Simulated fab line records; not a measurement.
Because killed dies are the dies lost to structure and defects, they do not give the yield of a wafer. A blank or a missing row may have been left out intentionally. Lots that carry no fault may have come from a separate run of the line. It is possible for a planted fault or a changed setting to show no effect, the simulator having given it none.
Matching of chambers / flow nand_harc / 4 sister chambers for NHARC_A_CHANNEL_FILL_D1_ALD_25 on ald_hk-02
The step deposits SiOx, target thk 60 nm, pulse time 10 s, ald cycles 600. 14 wafers are shown with their chamber, then 7 later ones without.

== WAFERS WITH THEIR CHAMBER ==
wafer=L080.4; chamber=2; heater_power_w (W)=520; precursor_pulse_height_rel=0.985
wafer=L080.3; chamber=0; heater_power_w (W)=421; precursor_pulse_height_rel=0.988
wafer=L080.6; chamber=2; heater_power_w (W)=532; precursor_pulse_height_rel=1.001
wafer=L082.2; chamber=0; heater_power_w (W)=443; precursor_pulse_height_rel=0.998
wafer=L082.3; chamber=1; heater_power_w (W)=430; precursor_pulse_height_rel=0.992
wafer=L082.4; chamber=3; heater_power_w (W)=435; precursor_pulse_height_rel=0.978
wafer=L087.3; chamber=2; heater_power_w (W)=538; precursor_pulse_height_rel=0.951
wafer=L087.4; chamber=3; heater_power_w (W)=442; precursor_pulse_height_rel=1.026
wafer=L087.2; chamber=1; heater_power_w (W)=449; precursor_pulse_height_rel=1.003
wafer=L088.3; chamber=1; heater_power_w (W)=431; precursor_pulse_height_rel=0.967
wafer=L088.2; chamber=3; heater_power_w (W)=446; precursor_pulse_height_rel=1.024
wafer=L088.5; chamber=2; heater_power_w (W)=514; precursor_pulse_height_rel=1.016
wafer=L090.1; chamber=2; heater_power_w (W)=515; precursor_pulse_height_rel=0.966
wafer=L090.4; chamber=1; heater_power_w (W)=424; precursor_pulse_height_rel=0.991

SIGNATURES (averages over the wafers above)
reading=heater_power_w; chamber 0=432.00; chamber 1=433.50; chamber 2=523.80; chamber 3=441.00; scatter within a chamber=10.5
reading=precursor_pulse_height_rel; chamber 0=0.99300; chamber 1=0.98825; chamber 2=0.98380; chamber 3=1.00933; scatter within a chamber=0.0222
Rule: a wafer lies at a distance from a chamber equal to the root of the sum of squares, over the readings, of (its reading less the chamber's mean, divided by the reading's scatter). If the next closest chamber is less than 2 further off than the closest, the wafer can't be placed; otherwise it belongs to the closest. The scatter: the root of (the sum of the squares of (reading less its chamber's mean) over the shown wafers, divided by (wafers less chambers)).

== WAFERS WHOSE CHAMBER IS MISSING ==
wafer=L090.5; heater_power_w (W)=437; precursor_pulse_height_rel=0.996
wafer=L092.1; heater_power_w (W)=455; precursor_pulse_height_rel=0.967
wafer=L092.3; heater_power_w (W)=466; precursor_pulse_height_rel=0.983
wafer=L092.5; heater_power_w (W)=431; precursor_pulse_height_rel=0.973
wafer=L097.3; heater_power_w (W)=426; precursor_pulse_height_rel=1.006
wafer=L097.4; heater_power_w (W)=445; precursor_pulse_height_rel=1.028
wafer=L097.5; heater_power_w (W)=426; precursor_pulse_height_rel=1.012

== EACH ONE'S CHAMBER ==
wafer=L090.5; from the rows above=can't be placed: 1 or 0 or 3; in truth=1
wafer=L092.1; from the rows above=can't be placed: 1 or 3 or 0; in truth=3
wafer=L092.3; from the rows above=can't be placed: 3 or 1 or 0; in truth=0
wafer=L092.5; from the rows above=can't be placed: 1 or 0 or 3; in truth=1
wafer=L097.3; from the rows above=can't be placed: 0 or 1 or 3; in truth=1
wafer=L097.4; from the rows above=can't be placed: 3 or 0 or 1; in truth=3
wafer=L097.5; from the rows above=can't be placed: 0 or 1 or 3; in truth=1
Placed correctly: 0 of 7. Not placeable from these rows: 7 (in 7, the candidates include the true chamber). Placed wrongly: 0.
